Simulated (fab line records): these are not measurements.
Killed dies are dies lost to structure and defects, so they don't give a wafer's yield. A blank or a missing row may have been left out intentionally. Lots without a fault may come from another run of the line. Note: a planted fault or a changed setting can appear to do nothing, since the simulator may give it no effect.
Chamber matching || flow n5_finfet || cmp-04 running N5_BEOL_M12_CMP_49: 4 sister chambers
The step polishes, stops on SiOC, t overpolish 20.6 s, target thk 320 nm. 14 wafers are shown with their chamber, then 7 later ones without.

WAFERS PAIRED WITH THEIR CHAMBERS
{"wafer": "L074.2", "chamber": 1, "motor_current_A (A)": 5.9, "barrier_field_endpoint_s (s)": 29.5, "overpolish_run_s (s)": 20.591}
{"wafer": "L074.3", "chamber": 3, "motor_current_A (A)": 5.5, "barrier_field_endpoint_s (s)": 30.5, "overpolish_run_s (s)": 20.617}
{"wafer": "L074.5", "chamber": 1, "motor_current_A (A)": 5.7, "barrier_field_endpoint_s (s)": 31.1, "overpolish_run_s (s)": 20.596}
{"wafer": "L075.3", "chamber": 0, "motor_current_A (A)": 6.3, "barrier_field_endpoint_s (s)": 30.5, "overpolish_run_s (s)": 20.577}
{"wafer": "L075.4", "chamber": 3, "motor_current_A (A)": 5.7, "barrier_field_endpoint_s (s)": 29.9, "overpolish_run_s (s)": 20.607}
{"wafer": "L075.6", "chamber": 1, "motor_current_A (A)": 5.9, "barrier_field_endpoint_s (s)": 30.7, "overpolish_run_s (s)": 20.617}
{"wafer": "L077.1", "chamber": 1, "motor_current_A (A)": 6.0, "barrier_field_endpoint_s (s)": 32.2, "overpolish_run_s (s)": 20.591}
{"wafer": "L077.3", "chamber": 2, "motor_current_A (A)": 5.2, "barrier_field_endpoint_s (s)": 30.7, "overpolish_run_s (s)": 20.595}
{"wafer": "L077.4", "chamber": 0, "motor_current_A (A)": 6.6, "barrier_field_endpoint_s (s)": 31.7, "overpolish_run_s (s)": 20.592}
{"wafer": "L078.1", "chamber": 1, "motor_current_A (A)": 5.5, "barrier_field_endpoint_s (s)": 30.9, "overpolish_run_s (s)": 20.612}
{"wafer": "L078.3", "chamber": 2, "motor_current_A (A)": 5.1, "barrier_field_endpoint_s (s)": 30.7, "overpolish_run_s (s)": 20.610}
{"wafer": "L078.5", "chamber": 1, "motor_current_A (A)": 5.6, "barrier_field_endpoint_s (s)": 31.6, "overpolish_run_s (s)": 20.603}
{"wafer": "L079.1", "chamber": 0, "motor_current_A (A)": 6.4, "barrier_field_endpoint_s (s)": 30.8, "overpolish_run_s (s)": 20.620}
{"wafer": "L079.4", "chamber": 2, "motor_current_A (A)": 5.1, "barrier_field_endpoint_s (s)": 29.9, "overpolish_run_s (s)": 20.594}

SIGNATURES, as means of the wafers listed above
{"reading": "motor_current_A", "chamber 0": 6.433, "chamber 1": 5.767, "chamber 2": 5.133, "chamber 3": 5.600, "scatter within a chamber": 0.163}
{"reading": "barrier_field_endpoint_s", "chamber 0": 31.000, "chamber 1": 31.000, "chamber 2": 30.433, "chamber 3": 30.200, "scatter within a chamber": 0.745}
{"reading": "overpolish_run_s", "chamber 0": 20.59633, "chamber 1": 20.60167, "chamber 2": 20.59967, "chamber 3": 20.61200, "scatter within a chamber": 0.0133}
Rule: distance of a wafer from a chamber = root of the sum over the readings of ((wafer's reading minus chamber's mean) / reading's scatter) squared. The wafer belongs to the nearest chamber; if the next one is less than 2 further off, it can't be placed. The scatter: the root of (the sum of the squares of (reading less its chamber's mean) over the shown wafers, divided by (wafers less chambers)).

WAFERS WITHOUT THEIR CHAMBER
{"wafer": "L079.6", "motor_current_A (A)": 4.9, "barrier_field_endpoint_s (s)": 30.4, "overpolish_run_s (s)": 20.609}
{"wafer": "L080.1", "motor_current_A (A)": 5.8, "barrier_field_endpoint_s (s)": 30.7, "overpolish_run_s (s)": 20.593}
{"wafer": "L080.2", "motor_current_A (A)": 5.3, "barrier_field_endpoint_s (s)": 30.8, "overpolish_run_s (s)": 20.606}
{"wafer": "L080.4", "motor_current_A (A)": 6.5, "barrier_field_endpoint_s (s)": 31.8, "overpolish_run_s (s)": 20.594}
{"wafer": "L097.1", "motor_current_A (A)": 5.8, "barrier_field_endpoint_s (s)": 31.4, "overpolish_run_s (s)": 20.606}
{"wafer": "L097.3", "motor_current_A (A)": 5.9, "barrier_field_endpoint_s (s)": 31.8, "overpolish_run_s (s)": 20.614}
{"wafer": "L097.6", "motor_current_A (A)": 5.1, "barrier_field_endpoint_s (s)": 31.6, "overpolish_run_s (s)": 20.598}

THE CHAMBER EACH PASSED THROUGH
{"wafer": "L079.6", "from the rows above": 2, "in truth": 2}
{"wafer": "L080.1", "from the rows above": "can't be placed: 1 or 3", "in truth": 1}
{"wafer": "L080.2", "from the rows above": "can't be placed: 2 or 3 or 1", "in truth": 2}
{"wafer": "L080.4", "from the rows above": 0, "in truth": 0}
{"wafer": "L097.1", "from the rows above": "can't be placed: 1 or 3", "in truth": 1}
{"wafer": "L097.3", "from the rows above": "can't be placed: 1 or 3", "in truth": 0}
{"wafer": "L097.6", "from the rows above": 2, "in truth": 2}
Correct placement for 3 of the 7. From these rows, 4 cannot be placed; in 3 the true chamber is one of the candidates. Wrongly placed: 0.
